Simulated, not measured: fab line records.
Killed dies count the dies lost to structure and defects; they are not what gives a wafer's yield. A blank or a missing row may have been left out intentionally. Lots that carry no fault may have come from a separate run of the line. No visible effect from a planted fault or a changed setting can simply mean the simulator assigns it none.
Comparing a struck lot with a sound one    flow nandHarc    15 steps out of a route of 1302
Sound: the wafers L119.3, L119.4, L119.5. Wafers struck: L117.2, L117.5, L117.6. Last of all comes the cause.
Order at every step that has rows: each side's tool, ch and its chambers, its first start. Under that, the readings that differ: sound wafers    struck wafers    difference of the means    sigmas: that difference in standard deviations of wafers without a fault.
alike: words and numbers the same on both sides, and readings whose means are apart by under 2 such deviations; not compared: readings that were withheld, readings missing a value for some wafer, numbers with overlapping values and no deviation given by the record, and bounds like >300 which may hide the same value.
A row with sigmas, a row that says differs or no value, or rows on one side alone: a step with any of these is where the two part. When numbers do not overlap yet have no deviation, they are printed without sigmas and do not part them. Lack of a reading on every wafer of one side parts them only where that side has two or more wafers.

first, 4 steps without rows for these wafers: NHARC_P_M0_EBR_05; NHARC_P_M0_EXPOSE_06 (exposes mask P M0, target cd 90 nm); NHARC_P_M0_PEB_07 (peb time 65 s); NHARC_P_M0_DEVELOP_08 (develop time 35 s).
NHARC_P_M0_CD_MEAS_09: target cd 90 nm.
  sound on cdSem-02 ch 0, day 11 13:08; struck on cdSem-03 ch 0, day 10 13:11
  alike: cdNm
NHARC_P_M0_OVL_MEAS_10: pitch 180 nm.
  struck on overlay-01, day 10 13:16; sound on overlay-02, day 11 13:13
reading          sound         struck          difference  sigmas
overlayXNm (nm)  0.5 0.5 -0.2  -1.4 -1.4 -1.7  -1.8        -2
overlayYNm (nm)  0.1 0.4 0.2   -1.9 -1.2 -1.6  -1.8        -3
NHARC_P_M0_INSPECT_11:
  struck on defectInspect-02, day 10 13:19; sound on defectInspect-02, day 11 13:15
  alike: rawDefectCount
NHARC_P_M0_DESCUM_14: chemistry O2, time 3 s.
  sound on rieDiel-04 ch 0,1,3, day 11 13:19; struck on rieDiel-01 ch 0,3, day 10 13:23
  alike: drypumpMotorCurrentA, oesProductAu, rfVppV, showerheadPlenumPTorr, throttleValvePct
  not compared: rfHoursCounterH
NHARC_P_M0_ETCH_34: etches the open film in N2/H2, target depth 40 nm, overetch 12 nm, time 43.94 s.
  sound on rieDiel-04 ch 1,2,3, day 11 13:24; struck on rieDiel-01 ch 2,3, day 10 13:27
  alike: drypumpMotorCurrentA, oesProductAu, rfVppV, showerheadPlenumPTorr, throttleValvePct
  not compared: rfHoursCounterH
NHARC_P_M0_ETCH_15: etches the open film in C4F8/Ar, target depth 150 nm, overetch 15 nm, time 82.5 s.
  sound on rieDiel-04 ch 0,2; struck on rieDiel-01 ch 0,3
  alike: oesProductAu, rfVppV
  not compared: rfHoursCounterH
NHARC_P_M0_CD_MEAS_16:
  struck on cdSem-03, day 10 13:40; sound on cdSem-02, day 11 13:37
  alike: cdNm
NHARC_P_M0_STRIP_18: strips in N2/H2.
  sound on rieDiel-07 ch 0,1,2, day 11 13:41; struck on rieDiel-07 ch 0,1,3, day 10 13:48
  alike: chamberPressureMTorr, drypumpMotorCurrentA, oesProductAu, rfVppV, showerheadPlenumPTorr, throttleValvePct
  not compared: rfHoursCounterH
NHARC_P_M0_STRIP_19: strips in post etch residue remover, time 600 s.
  sound on wetBench-01 ch 0,2,4, day 11 13:58; struck on wetBench-09 ch 0,2,7, day 10 14:01
  no value came back on the struck wafers for bathHeatDutyPct (%), runLengthS (s); on the sound wafers bathHeatDutyPct (%) reads 12.1 12.0 10.2
NHARC_P_M0_DEGAS_28: time 60 s.
  struck on pvdSputter-03, day 10 14:17; sound on pvdSputter-03, day 11 14:14
  alike: heaterPowerW
-- break in the record here, with 18 days between the starts of the struck wafers on either side (left off in module P_M0, picked up again in module END, where the first step shown is number 1302 on the route) --
NHARC_END_SORT_01:
  sound on prober-01 ch 0, day 29 07:09; struck on prober-01 ch 0, day 28 08:01
reading            sound    struck  difference  sigmas
killedAtPeriphery  6 10 10  2 3 2   -6          -2
  alike: defectLimitedYield, killedAtArray, killedAtOther, killedDies, killedOpen, killedShort

## WHERE THEY PART
Last at NHARC_END_SORT_01 as far as this record goes, first at NHARC_P_M0_OVL_MEAS_10.

WHY: what the simulator had put in
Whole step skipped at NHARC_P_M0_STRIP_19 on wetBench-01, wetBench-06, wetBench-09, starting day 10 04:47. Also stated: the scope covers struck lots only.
